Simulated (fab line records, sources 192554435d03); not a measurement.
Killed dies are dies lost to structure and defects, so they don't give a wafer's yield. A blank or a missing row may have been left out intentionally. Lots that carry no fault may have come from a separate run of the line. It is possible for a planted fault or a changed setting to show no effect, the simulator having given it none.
fab line records	flow n5Finfet
record lots=8	wafers=24	lastDay=18
route steps=1938 shown BEOL_M4@1111 BEOL_M10@1490 PASSIVATION@1936
lots that met no fault: taken from a fault-free run of the same line
startH: the number of hours between the record's first day and the start of the first shown wafer of the lot	waitH: hours since the lot's step before	" the same as in the row above	L1.1+2: a single row standing in for several wafers	- value missing, or start not given	* or withheld: withheld	< > ~ a bound
route shown NAME@n: a module of which the file shows steps, and the number in the route of the first	usual: mean/standard deviation taken from wafers without a fault	same: alike in all rows	chamber/n: place in a boat	sites: readings site by site	_std_site: their standard deviation	_edge_site: the outer-site mean with the inner-site mean subtracted	radiusMm: for every site, how far away it sits from the centre of the wafer	mask NAME#n: copy n	behind: the most recent tool/chamber to have shaped the wafer	hold: why the lot was held/for how many hours/how that ended	device: whichever transistor did not switch (one of n, p or np)	end of line: the same wafers' tests at the end of the route	where a step has no rows: the recipe by itself	killed: count of dies lost to structure and defects at first sort (not the wafer's yield)	map: a wafer's dies, x killed, . not, _ none there
set.NAME: the setting that was run; set.NAME@STEP: the one run at that earlier step	model.NAME: the simulator's own value behind a step, which no gauge read
one table for each step of the route and one row for each wafer, over a sample of lots
services: when a tool's chamber went out of use (startH, in hours from the record's first day, below 0 if earlier), for how many hours, and the reason
## steps
# step N5_BEOL_M4_RC_MEAS_101
# usual DIBL_N=36.4/1.2	DIBL_P=36.1/1.6	IOFF_N=0.156/0.024	IOFF_P=0.21/0.031	ION_N=674/11	ION_P=463/6.9	SS_N=71.5/0.5	SS_P=73.2/0.55	VT_N=250.0/2.9	VT_P=-250/3.6
lot.wafer	tool	chamber	startH	waitH	DIBL_N[mV/V]	DIBL_P[mV/V]	IOFF_N[nA/um]	IOFF_P[nA/um]	ION_N[uA/um]	ION_P[uA/um]	SS_N[mV/dec]	SS_P[mV/dec]	VT_N[mV]	VT_P[mV]
L528.3	prober-02	0	203.22	0.3	38.4	38.1	0.182	0.22	684	467	71.4	73.2	248.8	-250
L528.4	"	0	"	"	37.3	38.3	0.173	0.21	677	461	72.0	72.5	247.9	-248
L528.5	"	0	"	"	37.4	37.4	0.163	0.19	683	466	71.9	73.1	249.7	-249
L529.3	prober-02	0	222.35	0.3	39.1	38.8	0.219	0.26	698	476	72.2	73.5	243.5	-246
L529.5	"	0	"	"	37.1	35.5	0.158	0.21	676	466	71.5	73.5	249.8	-249
L529.6	"	0	"	"	38.8	38.1	0.207	0.25	698	471	71.7	73.9	244.3	-246
L533.2	prober-01	0	242.19	0.2	37.0	35.7	0.143	0.17	665	455	72.0	73.3	250.7	-259
L533.4	"	0	"	"	37.7	36.9	0.156	0.18	684	458	72.1	73.2	249.1	-258
L533.5	"	0	"	"	36.5	35.4	0.135	0.16	667	454	71.4	73.1	252.3	-259
L534.1	prober-02	0	243.90	0.0	36.6	35.0	0.154	0.19	681	463	71.8	73.3	252.5	-252
L534.2	"	0	"	"	35.8	34.9	0.151	0.18	684	460	71.6	73.0	249.4	-254
L534.4	"	0	"	"	34.6	33.3	0.127	0.17	665	452	71.5	73.3	253.1	-257
L538.4	prober-01	0	283.16	0.5	33.6	34.5	0.101	0.16	653	455	70.5	73.0	258.6	-256
L538.5	"	0	"	"	34.9	36.2	0.126	0.18	663	460	71.2	72.9	253.7	-254
L538.6	"	0	"	"	34.4	35.3	0.112	0.17	657	457	70.8	72.4	257.3	-256
L540.1	prober-02	0	284.30	0.0	34.0	34.0	0.129	0.18	667	467	71.0	73.1	252.9	-249
L540.4	"	0	"	"	34.5	35.2	0.134	0.20	670	467	71.1	72.5	249.4	-250
L540.5	"	0	"	"	34.4	33.8	0.120	0.18	660	459	70.2	72.6	251.6	-250
L541.2	prober-02	0	300.99	0.2	37.2	36.8	0.152	0.20	674	464	71.7	72.6	251.9	-254
L541.4	"	0	"	"	35.7	34.9	0.127	0.18	669	462	71.3	72.5	253.1	-254
L541.6	"	0	"	"	36.0	34.9	0.134	0.18	681	464	71.2	72.6	253.8	-255
L542.1	prober-02	0	314.63	0.0	37.1	37.7	0.179	0.23	668	464	71.8	74.1	247.6	-249
L542.5	"	0	"	"	36.2	36.1	0.154	0.20	657	455	71.2	73.4	252.0	-253
L542.6	"	0	"	"	36.1	36.2	0.154	0.20	670	460	71.6	73.5	250.1	-253
# step N5_BEOL_M10_STRIP_67
# recipe chemistry=CF4	resist=SiARC	powerW=300	biasPowerW=75	pressureMtorr=50	cf4FlowSccm=150	rfFrequencyHz=6e+07
# usual drypumpMotorCurrentA=5.8/0.42	oesProductAu=0.81/0.083	rfVppV=271.3/1.5	showerheadPlenumPTorr=1.80/0.054	throttleValvePct=13.41/0.24
lot.wafer	tool	chamber	startH	waitH	drypumpMotorCurrentA	oesProductAu	rfHoursCounterH	rfVppV	showerheadPlenumPTorr	throttleValvePct
L528.3	rieDiel-03	2	247.65	0.0	6.4	0.70	225	269.0	1.70	13.63
L528.4	"	1	"	"	5.8	0.70	233	271.0	1.84	13.66
L528.5	"	3	"	"	6.3	0.95	-	269.8	1.76	13.38
L529.3	rieDiel-02	0	270.79	0.0	5.5	0.77	141	271.8	1.79	13.25
L529.5	"	1	"	"	4.8	0.99	-	274.3	1.91	13.10
L529.6	"	2	"	"	5.6	0.88	-	271.2	1.83	13.75
L533.2	rieDiel-03	2	285.36	0.0	6.4	0.69	237	269.2	1.69	13.66
L533.4	"	1	"	"	5.8	0.69	246	271.8	1.84	13.70
L533.5	"	0	"	"	6.3	0.88	-	270.9	1.76	13.09
L534.1	rieDiel-02	3	299.69	0.0	5.8	0.76	136	272.9	1.79	13.62
L534.2	"	1	"	"	4.8	0.96	9	272.9	1.91	13.12
L534.4	"	2	"	"	5.7	0.85	56	271.5	1.82	13.73
L538.4	rieDiel-01	1	332.21	0.0	5.9	0.80	89	270.5	1.74	13.42
L538.5	"	1	"	"	5.9	0.81	-	270.2	1.74	13.42
L538.6	"	0	"	"	6.2	0.83	-	269.5	1.81	13.07
L540.1	rieDiel-01	1	336.21	0.0	5.9	0.80	91	269.3	1.74	13.43
L540.4	"	0	"	"	6.2	0.84	61	271.9	1.81	13.08
L540.5	"	2	"	"	5.6	0.71	-	269.7	1.77	13.49
L541.2	rieDiel-01	0	350.03	0.0	6.2	0.83	66	272.8	1.81	13.13
L541.4	"	3	"	"	6.2	0.78	108	273.9	1.87	13.35
L541.6	"	2	"	"	5.6	0.71	-	272.6	1.76	13.50
L542.1	rieDiel-02	0	367.57	0.0	5.5	0.74	172	269.8	1.78	13.32
L542.5	"	1	"	"	4.8	0.90	-	273.6	1.90	13.18
L542.6	"	2	"	"	5.7	0.83	-	270.0	1.82	13.81
# step N5_BEOL_M10_ETCH_65
# recipe chemistry=CF4	target=SiARC	targetDepthA=390	maskMaterial=CAR-ArF	timeS=65	ionEnergyEv=80	pressureMtorr=40	sourceW=545	biasW=36	Ar_flow_sccm=100	cf4FlowSccm=100	ends=cleared
# usual biasW=36.00/0.11	cf4FlowSccm=100.0/0.32	drypumpMotorCurrentA=5.8/0.41	etchRfOnTimeS=64.6/0.78	mfcArSccm=100.0/0.31	oesProductAu=0.69/0.068	rfVppV=184.3/1.2	showerheadPlenumPTorr=2.15/0.065	throttleValvePct=15.41/0.22
lot.wafer	tool	chamber	startH	waitH	biasW	cf4FlowSccm	drypumpMotorCurrentA	etchRfOnTimeS	mfcArSccm	oesProductAu	rfHoursCounterH	rfVppV	showerheadPlenumPTorr	throttleValvePct
L528.3	rieDiel-01	2	248.35	0.0	-	-	-	-	-	-	-	-	-	-
L528.4	"	3	"	"	-	-	-	-	-	-	-	-	-	-
L528.5	"	3	"	"	-	-	-	-	-	-	-	-	-	-
L529.3	rieDiel-02	0	272.20	0.0	-	-	-	-	-	-	-	-	-	-
L529.5	"	0	"	"	-	-	-	-	-	-	-	-	-	-
L529.6	"	3	"	"	-	-	-	-	-	-	-	-	-	-
L533.2	rieDiel-01	2	286.86	0.0	35.89	99.8	5.6	64.8	99.8	0.62	218	182.5	2.12	15.42
L533.4	"	3	"	"	36.14	99.4	6.2	65.0	100.1	0.70	87	186.2	2.25	15.33
L533.5	"	3	"	"	36.09	100.0	6.2	65.1	99.8	0.69	-	185.9	2.25	15.33
L534.1	rieDiel-01	2	300.44	0.0	35.92	100.0	5.6	64.0	99.5	0.62	224	185.0	2.12	15.44
L534.2	"	3	"	"	35.84	99.6	6.1	65.2	99.9	0.68	92	185.5	2.24	15.34
L534.4	"	0	"	"	35.83	100.4	6.2	64.3	99.8	0.74	49	185.3	2.17	15.11
L538.4	rieDiel-01	2	334.07	0.0	36.05	99.9	5.6	64.5	99.9	0.61	234	182.6	2.11	15.46
L538.5	"	1	"	"	36.02	99.5	5.9	64.8	100.6	0.69	-	183.2	2.07	15.46
L538.6	"	2	"	"	36.14	100.0	5.6	64.9	100.2	0.61	-	183.3	2.11	15.45
L540.1	rieDiel-02	2	337.23	0.0	35.96	100.2	5.6	64.3	99.8	0.73	71	183.8	2.17	15.85
L540.4	"	1	"	"	36.06	99.8	4.8	65.4	99.6	0.78	23	184.2	2.28	15.20
L540.5	"	1	"	"	35.99	100.2	4.8	66.1	100.0	0.78	-	186.5	2.28	15.19
L541.2	rieDiel-01	3	351.61	0.0	35.87	99.7	6.2	64.8	100.5	0.67	108	185.1	2.24	15.37
L541.4	"	0	"	"	35.73	100.3	6.2	64.2	100.1	0.72	67	184.5	2.17	15.15
L541.6	"	2	"	"	36.04	99.9	5.6	64.1	99.4	0.61	-	183.0	2.11	15.49
L542.1	rieDiel-02	1	368.44	0.0	36.05	100.4	4.8	64.9	100.2	0.77	33	184.7	2.27	15.20
L542.5	"	3	"	"	35.89	99.9	5.9	66.0	99.9	0.63	-	185.1	2.14	15.73
L542.6	"	0	"	"	35.94	100.2	5.5	63.6	100.1	0.64	-	185.4	2.13	15.35
# step N5_BEOL_M10_ETCH_66
# recipe chemistry=N2/H2	target=SOC	targetDepthA=1200	overetchA=240	maskMaterial=SiARC	tempC=40	timeS=180	ionEnergyEv=200	pressureMtorr=30	sourceW=840	biasW=150	n2FlowSccm=200	h2FlowSccm=200
# usual biasW=150.0/0.48	chamberPressureMTorr=29.997/0.029	drypumpMotorCurrentA=5.8/0.41	oesProductAu=0.66/0.063	rfVppV=524.3/2.2	showerheadPlenumPTorr=2.56/0.081	tempC=39.99/0.11	throttleValvePct=17.63/0.2
# same timeS=180
lot.wafer	tool	chamber	startH	waitH	biasW	chamberPressureMTorr	drypumpMotorCurrentA	oesProductAu	rfHoursCounterH	rfVppV	showerheadPlenumPTorr	tempC	throttleValvePct
L528.3	rieDiel-01	2	248.40	0.0	149.7	30.059	5.5	0.28	204	523.3	2.52	40.12	17.58
L528.4	"	3	"	"	149.6	29.979	6.2	0.31	73	526.0	2.68	39.86	17.49
L528.5	"	3	"	"	149.9	30.023	6.2	0.31	-	527.7	2.68	39.82	17.50
L529.3	rieDiel-02	0	272.25	0.0	150.1	29.948	5.5	0.28	141	523.5	2.55	40.00	17.49
L529.5	"	0	"	"	150.3	30.012	5.5	0.29	-	524.3	2.54	39.96	17.48
L529.6	"	3	"	"	149.6	29.975	5.9	0.28	-	524.3	2.55	40.09	17.78
L533.2	rieDiel-01	2	286.91	0.0	150.2	29.980	5.6	0.59	218	523.9	2.51	40.08	17.64
L533.4	"	3	"	"	150.3	30.042	6.2	0.65	87	527.0	2.67	40.14	17.57
L533.5	"	3	"	"	150.0	30.003	6.2	0.65	-	527.0	2.67	40.18	17.57
L534.1	rieDiel-01	2	300.49	0.0	149.6	29.999	5.5	0.58	224	523.0	2.51	40.09	17.65
L534.2	"	3	"	"	150.7	30.002	6.2	0.65	92	526.3	2.67	40.10	17.57
L534.4	"	0	"	"	149.5	30.014	6.2	0.68	49	523.4	2.59	39.95	17.31
L538.4	rieDiel-01	2	334.12	0.0	150.2	29.987	5.6	0.59	234	523.5	2.51	40.15	17.69
L538.5	"	1	"	"	149.8	29.990	5.9	0.65	-	521.4	2.46	40.10	17.74
L538.6	"	2	"	"	150.3	30.006	5.6	0.58	-	523.0	2.51	40.09	17.68
L540.1	rieDiel-02	2	337.28	0.0	149.6	30.001	5.6	0.68	71	524.2	2.57	40.09	17.99
L540.4	"	1	"	"	149.5	30.023	4.9	0.74	23	527.2	2.71	39.76	17.52
L540.5	"	1	"	"	150.6	29.952	4.8	0.74	-	529.1	2.71	39.85	17.52
L541.2	rieDiel-01	3	351.66	0.0	150.1	30.001	6.2	0.64	109	527.6	2.66	40.02	17.61
L541.4	"	0	"	"	150.4	29.992	6.2	0.67	67	526.1	2.58	39.99	17.33
L541.6	"	2	"	"	149.6	30.027	5.6	0.57	-	522.1	2.50	39.92	17.69
L542.1	rieDiel-02	1	368.49	0.0	150.1	29.992	4.8	0.73	33	528.5	2.71	40.00	17.53
L542.5	"	3	"	"	149.0	30.039	5.9	0.60	-	522.8	2.54	39.88	17.91
L542.6	"	0	"	"	149.6	29.980	5.5	0.60	-	523.4	2.53	40.07	17.61
# step N5_BEOL_M10_STRIP_36
# recipe chemistry=N2/H2	powerW=450	tempC=40	pressureMtorr=20	rfFrequencyHz=6e+07	overashFraction=0.3	biasPowerW=7	h2Frac=0.5	n2FlowSccm=200	h2FlowSccm=200
# usual drypumpMotorCurrentA=5.8/0.41	oesProductAu=0.81/0.081	rfVppV=59.4/2	showerheadPlenumPTorr=2.55/0.081	tempC=40.02/0.12	throttleValvePct=23.46/0.2
lot.wafer	tool	chamber	startH	waitH	drypumpMotorCurrentA	oesProductAu	rfHoursCounterH	rfVppV	showerheadPlenumPTorr	tempC	throttleValvePct
L528.3	rieDiel-01	2	248.59	0.0	5.6	0.73	204	61.3	2.52	40.08	23.36
L528.4	"	3	"	"	6.2	0.82	73	60.3	2.68	40.00	23.40
L528.5	"	3	"	"	6.2	0.83	-	65.0	2.68	39.96	23.40
L529.3	rieDiel-02	0	272.44	0.0	5.5	0.75	141	58.2	2.54	40.05	23.39
L529.5	"	0	"	"	5.5	0.77	-	58.3	2.54	39.99	23.40
L529.6	"	3	"	"	5.9	0.76	-	60.2	2.55	40.22	23.60
L533.2	rieDiel-01	2	287.09	0.0	5.6	0.73	218	60.0	2.51	40.24	23.39
L533.4	"	3	"	"	6.2	0.80	87	60.0	2.67	40.02	23.43
L533.5	"	3	"	"	6.2	0.79	-	63.4	2.67	39.99	23.43
L534.1	rieDiel-01	2	300.68	0.0	5.6	0.74	224	59.9	2.51	40.12	23.46
L534.2	"	3	"	"	6.2	0.79	92	60.7	2.67	39.91	23.40
L534.4	"	0	"	"	6.2	0.87	49	56.6	2.58	40.04	23.09
L538.4	rieDiel-01	2	334.30	0.0	5.6	0.70	235	58.8	2.50	40.00	23.43
L538.5	"	1	"	"	5.9	0.82	-	59.5	2.45	40.20	23.63
L538.6	"	2	"	"	5.6	0.72	-	60.9	2.50	39.91	23.46
L540.1	rieDiel-02	2	337.46	0.0	5.6	0.84	71	57.1	2.57	40.02	23.78
L540.4	"	1	"	"	4.8	0.93	-	62.4	2.71	40.02	23.51
L540.5	"	2	"	"	5.6	0.85	-	58.7	2.57	40.25	23.80
L541.2	rieDiel-01	3	351.84	0.0	6.2	0.79	109	58.6	2.66	39.93	23.44
L541.4	"	0	"	"	6.2	0.83	67	57.7	2.58	39.97	23.14
L541.6	"	2	"	"	5.6	0.71	-	59.0	2.50	39.96	23.45
L542.1	rieDiel-02	1	368.68	0.0	4.8	0.91	33	60.2	2.71	40.15	23.53
L542.5	"	3	"	"	5.9	0.74	-	57.6	2.53	40.21	23.67
L542.6	"	0	"	"	5.5	0.73	-	58.1	2.53	40.15	23.44
# step N5_BEOL_M10_CD_MEAS_35
# recipe targetCdNm=70	polarity=opening
# usual cdNm=70.1/0.53
lot.wafer	tool	chamber	startH	waitH	cdNm
L528.3	cdSem-03	-	248.97	0.0	70.3
L528.4	"	-	"	"	69.7
L528.5	"	-	"	"	71.0
L529.3	cdSem-01	-	272.88	0.0	70.5
L529.5	"	-	"	"	69.6
L529.6	"	-	"	"	70.1
L533.2	cdSem-02	-	287.47	0.0	70.0
L533.4	"	-	"	"	70.2
L533.5	"	-	"	"	70.3
L534.1	cdSem-02	-	301.05	0.0	70.2
L534.2	"	-	"	"	69.8
L534.4	"	-	"	"	70.0
L538.4	cdSem-02	-	334.68	0.0	70.6
L538.5	"	-	"	"	70.7
L538.6	"	-	"	"	69.8
L540.1	cdSem-03	-	337.84	0.0	70.3
L540.4	"	-	"	"	70.8
L540.5	"	-	"	"	70.0
L541.2	cdSem-01	-	352.26	0.0	70.2
L541.4	"	-	"	"	71.1
L541.6	"	-	"	"	69.6
L542.1	cdSem-01	-	369.05	0.0	69.0
L542.5	"	-	"	"	69.5
L542.6	"	-	"	"	69.9
# step N5_PASSIVATION_PROBE_49
# usual defectLimitedYield=91.4/1.5	killed_at_M0_to_M3=31/11	killed_at_M4_up=13/5.5	killedAtContacts=13/6.3	killedAtFrontEnd=40/13	killedAtOther=3.3/2.6	killedDies=101/18	killedOnRim=13/4	killedOpen=67/13	killedShort=33/7.9	sort_bin_5_function=5.1/1	sort_bin_6_memory=3.2/0.68	sortNPass=1079/18	sortYieldPct=91.4/1.5
# same grossDies=1180	killedAtBackSide=0	sort_bin_4_leakage[%]=0	sort_bin_8_speed[%]=0
lot.wafer	tool	chamber	startH	waitH	defectLimitedYield[%]	killed_at_M0_to_M3	killed_at_M4_up	killedAtContacts	killedAtFrontEnd	killedAtOther	killedDies	killedOnRim	killedOpen	killedShort	sort_bin_5_function[%]	sort_bin_6_memory[%]	sortNPass	sortYieldPct[%]
L528.3	prober-02	-	297.86	0.1	0	22	1105	9	43	1	1180	152	64	26	97.2	2.5	0	0
L528.4	prober-02	-	297.91	0.2	0	27	1100	11	40	2	1180	152	62	32	96.7	3.2	0	0
L528.5	prober-02	-	297.96	0.2	0	39	1086	9	44	2	1180	152	67	43	95.7	4.2	0	0
L529.3	prober-02	-	323.71	0.2	0	29	1096	19	32	4	1180	152	78	15	96.6	3.1	0	0
L529.5	prober-02	-	323.81	0.3	0	27	1086	14	51	2	1180	152	72	38	96.5	3.3	0	0
L529.6	prober-02	-	323.86	0.3	0	21	1102	14	43	0	1180	152	49	35	97.0	2.8	0	0
# killed by level:class
L528.3 BEOL_M10:areaEtch=1090 STI_FIN_REVEAL:geometricParticle:open=18 MOL_CONTACT_COAG:geometricParticle:open=6 BEOL_M1:geometricParticle:open=6 BEOL_M4:geometricParticle:open=6 STI_FIN_REVEAL:geometricParticle:short=4 GATE_CUT:geometricParticle:short=4 BEOL_M0_SAQP:geometricParticle:open=4
L528.4 BEOL_M10:areaEtch=1086 MOL_CONTACT_COAG:geometricParticle:open=8 FIN_SAQP:geometricParticle:open=8 BEOL_M3:geometricParticle:open=7 STI_FIN_REVEAL:geometricParticle:open=6 BEOL_M2:geometricParticle:open=6 FIN_SAQP:geometricParticle:short=5 GATE_CUT:geometricParticle:short=5
L528.5 BEOL_M10:areaEtch=1069 FIN_SAQP:geometricParticle:short=17 STI_FIN_REVEAL:geometricParticle:open=10 BEOL_M2:geometricParticle:open=9 BEOL_M3:geometricParticle:open=9 MOL_CONTACT_COAG:geometricParticle:open=7 BEOL_M1:geometricParticle:open=7 FIN_SAQP:geometricParticle:open=5
L529.3 BEOL_M10:areaEtch=1086 MOL_CONTACT_COAG:geometricParticle:open=16 STI_FIN_REVEAL:geometricParticle:open=8 BEOL_M2:geometricParticle:open=8 BEOL_M1:geometricParticle:open=7 BEOL_M0_SAQP:geometricParticle:open=6 FIN_SAQP:geometricParticle:open=5 FIN_SAQP:geometricParticle:short=4
L529.5 BEOL_M10:areaEtch=1070 MOL_CONTACT_COAG:geometricParticle:open=11 DUMMY_GATE:geometricParticle:open=10 STI_FIN_REVEAL:geometricParticle:open=8 FIN_SAQP:geometricParticle:short=7 GATE_CUT:geometricParticle:short=7 BEOL_M2:geometricParticle:open=7 BEOL_M0_SAQP:geometricParticle:open=6
L529.6 BEOL_M10:areaEtch=1095 STI_FIN_REVEAL:geometricParticle:open=11 MOL_CONTACT_COAG:geometricParticle:open=11 BEOL_M2:geometricParticle:open=10 GATE_CUT:geometricParticle:short=6 FIN_SAQP:geometricParticle:short=5 DUMMY_GATE:geometricParticle:open=5 STARTING-WAFER:geometricParticle:short=4
## services
tool	chamber	startH	hours	kind
rieDiel-01	3	225.93	4.2	repair
rieDiel-02	1	238.88	-	clean
rieDiel-02	1	238.88	-	consumableReplace:focusRing
rieDiel-02	1	238.88	-	consumableReplace:showerhead
rieDiel-02	1	238.88	29.3	scheduledDown
rieDiel-02	1	238.88	29.3	ventCycle
rieDiel-03	1	296.75	-	clean
rieDiel-03	1	296.75	-	consumableReplace:focusRing
rieDiel-03	1	296.75	21.4	scheduledDown
rieDiel-03	1	296.75	21.4	ventCycle
rieDiel-03	-	297.60	0.3	repair
rieDiel-03	2	307.14	2.8	repair
rieDiel-03	2	325.56	-	clean
rieDiel-03	2	325.56	-	consumableReplace:focusRing
rieDiel-03	2	325.56	-	consumableReplace:showerhead
rieDiel-03	2	325.56	22.2	scheduledDown
rieDiel-03	2	325.56	22.2	ventCycle
rieDiel-01	-	326.39	2.8	pm
rieDiel-02	1	347.22	1.7	repair
rieDiel-01	2	360.58	11.6	repair
## key
firstSign step=N5_BEOL_M10_ETCH_65	reading=toolRecord	direction=missing
effect step=N5_BEOL_M10_ETCH_66	reading=oesProductAu	direction=down	sigmas=5.8	usual=0.66	struck=0.29
effect step=N5_PASSIVATION_PROBE_49	reading=killed_at_M4_up	direction=up	sigmas=99+	usual=13	struck=1096
moreKillsBornAt N5_BEOL_M10_ETCH_65@rieDiel-02=3251	N5_BEOL_M10_ETCH_65@rieDiel-01=3245
metAt N5_BEOL_M10_ETCH_65
struckLots L528,L529
laterRowsLeftOut L528.3,L528.4,L528.5,L529.3,L529.5,L529.6
notActingAt N5_BEOL_M10_STRIP_67,N5_BEOL_M10_STRIP_36,N5_BEOL_M10_CD_MEAS_35
fault kind=skippedStepWhole	tool=rieDiel-01,rieDiel-02	chamber=-	onsetH=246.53	steps=N5_BEOL_M10_ETCH_65	scope=struckLotsOnly
# laterRowsLeftOut: the simulator's readings of these wafers behind a module that went badly wrong aren't trusted and aren't shown, but for the sort
